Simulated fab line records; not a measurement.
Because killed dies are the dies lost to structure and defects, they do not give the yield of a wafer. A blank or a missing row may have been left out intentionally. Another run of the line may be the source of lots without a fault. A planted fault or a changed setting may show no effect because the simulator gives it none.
Chamber matching || flow n5 finfet || 4 sister chambers for N5_DUMMY_GATE_ALD_02 on ald sin-02
The step deposits SiO2, target thk 2 nm, pulse time 1 s. 4 wafers are shown with their chamber, then 11 later ones without.

== WAFERS PAIRED WITH THEIR CHAMBERS ==
{"wafer": "L089.3", "chamber": 3, "heater power outer w (W)": 272}
{"wafer": "L090.3", "chamber": 0, "heater power outer w (W)": 199}
{"wafer": "L090.4", "chamber": 1, "heater power outer w (W)": 266}
{"wafer": "L091.1", "chamber": 2, "heater power outer w (W)": 292}

== WAFERS WHOSE CHAMBER IS MISSING ==
{"wafer": "L091.2", "heater power outer w (W)": 275}
{"wafer": "L091.4", "heater power outer w (W)": 269}
{"wafer": "L094.1", "heater power outer w (W)": 203}
{"wafer": "L094.4", "heater power outer w (W)": 275}
{"wafer": "L094.5", "heater power outer w (W)": 261}
{"wafer": "L095.2", "heater power outer w (W)": 284}
{"wafer": "L095.3", "heater power outer w (W)": 268}
{"wafer": "L095.6", "heater power outer w (W)": 273}
{"wafer": "L096.1", "heater power outer w (W)": 279}
{"wafer": "L096.3", "heater power outer w (W)": 203}
{"wafer": "L096.4", "heater power outer w (W)": 266}

== WHICH CHAMBER EACH ONE RAN IN ==
{"wafer": "L091.2", "from the rows above": "can't be placed: 3 or 1", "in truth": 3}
{"wafer": "L091.4", "from the rows above": "can't be placed: 1 or 3", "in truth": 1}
{"wafer": "L094.1", "from the rows above": 0, "in truth": 0}
{"wafer": "L094.4", "from the rows above": "can't be placed: 3 or 1", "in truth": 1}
{"wafer": "L094.5", "from the rows above": "can't be placed: 1 or 3", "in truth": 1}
{"wafer": "L095.2", "from the rows above": "can't be placed: 2 or 3", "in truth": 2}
{"wafer": "L095.3", "from the rows above": "can't be placed: 1 or 3", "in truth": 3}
{"wafer": "L095.6", "from the rows above": "can't be placed: 3 or 1", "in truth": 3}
{"wafer": "L096.1", "from the rows above": "can't be placed: 3 or 1 or 2", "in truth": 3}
{"wafer": "L096.3", "from the rows above": 0, "in truth": 0}
{"wafer": "L096.4", "from the rows above": "can't be placed: 1 or 3", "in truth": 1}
2 of 11 placed correctly. Cannot be placed on the basis of these rows: 9; the candidates contain the true chamber in 9. Number placed wrongly: 0.
How it was worked out, from the rows above alone: a wafer's distance from a chamber is the root of the sum, over the readings, of the square of ((its reading less the chamber's mean) divided by the reading's scatter). The wafer belongs to the nearest chamber; if the next one is less than 2 further off, it can't be placed. Each chamber's mean is taken over the wafers shown for it. The scatter (one wafer shown for each chamber): square how far every hidden wafer sits from the nearest shown wafer, average those squares and take the square root.
